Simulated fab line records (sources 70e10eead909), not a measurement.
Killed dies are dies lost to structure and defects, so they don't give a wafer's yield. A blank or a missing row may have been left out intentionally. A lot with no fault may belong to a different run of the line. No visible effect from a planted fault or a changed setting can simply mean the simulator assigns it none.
Matching of chambers	flow nand harc	NHARC_P_ZERO_WELL_DESCUM_54 on rie diel-03: 4 sister chambers
The step chemistry O2, time 3 s. 4 wafers are shown with their chamber, then 8 later ones without.

WAFERS WITH THEIR CHAMBER
wafer	chamber	drypump motor current A (A)
L484.6	2	6.1
L492.1	1	5.4
L492.4	3	5.6
L493.3	0	5.8

WAFERS WITH NO CHAMBER GIVEN
wafer	drypump motor current A (A)
L493.4	6.0
L493.5	5.8
L499.1	5.4
L499.2	6.0
L499.5	5.6
L501.2	5.5
L501.3	6.0
L501.6	5.5

CHAMBER TAKEN BY EACH
wafer	from the rows above	in truth
L493.4	can't be placed: 2 or 0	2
L493.5	0	0
L499.1	1	1
L499.2	can't be placed: 2 or 0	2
L499.5	3	3
L501.2	can't be placed: 1 or 3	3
L501.3	can't be placed: 2 or 0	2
L501.6	can't be placed: 1 or 3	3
Correct placement for 3 of the 8. Unplaceable from these rows: 5, with the true chamber sitting among the candidates in 5. Number placed wrongly: 0.
How it was worked out, from the rows above alone: a wafer's distance from a chamber is the root of the sum, over the readings, of the square of ((its reading less the chamber's mean) divided by the reading's scatter). If the next closest chamber is less than 2 further off than the closest, the wafer can't be placed; otherwise it belongs to the closest. Each chamber's mean is taken over the wafers shown for it. The scatter (one wafer shown for each chamber): square how far every hidden wafer sits from the nearest shown wafer, average those squares and take the square root.
